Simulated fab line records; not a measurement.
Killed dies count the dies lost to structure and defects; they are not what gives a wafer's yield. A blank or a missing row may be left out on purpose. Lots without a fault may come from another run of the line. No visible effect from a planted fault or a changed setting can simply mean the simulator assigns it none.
Comparing a struck lot with a sound one    flow nandHarc    15 steps out of a route of 1302
Sound: wafers L634.2, L634.4, L634.5. Struck: wafer L620.3 (L620.2, L620.4, from the same lot, were not struck and are left out); the cause is given at the end.
Per side, at each step with rows, come the tool, then ch with its chambers, and then its first start. Under that, the readings that differ: sound wafers    struck wafers    difference of the means    sigmas: that difference in standard deviations of wafers without a fault.
alike: readings with means less than 2 such deviations apart, plus words and numbers identical on both sides. not compared: withheld readings, readings lacking a value on some wafer, bounds such as >300 that could conceal the same value, and numbers that have no deviation in the record and whose values overlap.
The two part at a step that has a row with sigmas, a row that says differs or no value, or rows on one side only. When numbers do not overlap yet have no deviation, they are printed without sigmas and do not part them. Lack of a reading on every wafer of one side parts them only where that side has two or more wafers.

NHARC_P_M0_OVL_MEAS_10: pitch 180 nm.
  struck on overlay-01, day 8 05:46; sound on overlay-02, day 13 22:15
reading          sound           struck  difference  sigmas
overlayXNm (nm)  -0.1 -0.6 -0.4  2.0     +2.4        +3
overlayYNm (nm)  0.9 0.6 0.7     -1.0    -1.7        -2
NHARC_P_M0_INSPECT_11:
  struck on defectInspect-02, day 8 05:49; sound on defectInspect-02, day 13 22:17
  alike: rawDefectCount
then, 3 steps without rows for these wafers: NHARC_P_M0_DESCUM_14 (chemistry O2, time 3 s); NHARC_P_M0_ETCH_34 (etches the open film in N2/H2, target depth 40 nm, overetch 12 nm, time 43.94 s); NHARC_P_M0_ETCH_15 (etches the open film in C4F8/Ar, target depth 150 nm, overetch 15 nm, time 82.5 s).
NHARC_P_M0_CD_MEAS_16:
  struck on cdSem-03, day 8 06:10; sound on cdSem-02, day 13 22:39
  alike: cdNm
NHARC_P_M0_STRIP_18: strips in N2/H2.
  sound on rieDiel-02 ch 1,2,3, day 13 22:45; struck on rieDiel-02 ch 2, day 8 06:17
reading                   sound           struck  difference  sigmas
drypumpMotorCurrentA (A)  5.95 5.11 5.92  5.09    -0.57       -2
  alike: n2FlowSccm, oesProductAu, rfVppV, showerheadPlenumPTorr, throttleValvePct
  not compared: rfHoursCounterH
then, 1 step without rows for these wafers: NHARC_P_M0_STRIP_19 (strips in post etch residue remover, time 600 s).
NHARC_P_M0_DEGAS_28: time 60 s.
  struck on pvdSputter-01, day 8 06:49; sound on pvdSputter-03, day 13 23:17
  alike: heaterPowerW
NHARC_P_M0_PRE_CLEAN_29: time 30 s.
  sound on pvdSputter-03; struck on pvdSputter-01
  alike: heaterPowerW
NHARC_P_M0_PVD_20: deposits TaN, target thk 5 nm, time 8.06 s.
  sound on pvdSputter-03; struck on pvdSputter-01
  alike: throttleValvePct
then, 1 step without rows for these wafers: NHARC_P_M0_PVD_21 (deposits Cu, target thk 30 nm, time 20.49 s).
NHARC_P_M0_ECD_22: material Cu, target thk 400 nm.
  sound on ecdCu-02 ch 0,1, day 13 23:38; struck on ecdCu-01 ch 0,1, day 8 07:10
NHARC_P_M0_ANNEAL_30: time 90 s.
  sound on rtpAnneal-02 ch 0, day 14 00:04; struck on rtpAnneal-01 ch 0, day 8 07:35
  alike: wafer_temp_C_max
NHARC_P_M0_CMP_23: polishes, t overpolish 20 s, target thk 117.54 nm.
  sound on cmp-02 ch 0,1,3, day 14 00:22; struck on cmp-04 ch 0, day 8 07:53
reading              sound           struck  difference  sigmas
timeToEndpointS (s)  26.0 26.2 26.1  6.1     -20.0       -8
  alike: motorCurrentA

## WHERE THEY PART
First at NHARC_P_M0_OVL_MEAS_10; last, within this record, at NHARC_P_M0_CMP_23.

WHY: whatever the simulator had introduced
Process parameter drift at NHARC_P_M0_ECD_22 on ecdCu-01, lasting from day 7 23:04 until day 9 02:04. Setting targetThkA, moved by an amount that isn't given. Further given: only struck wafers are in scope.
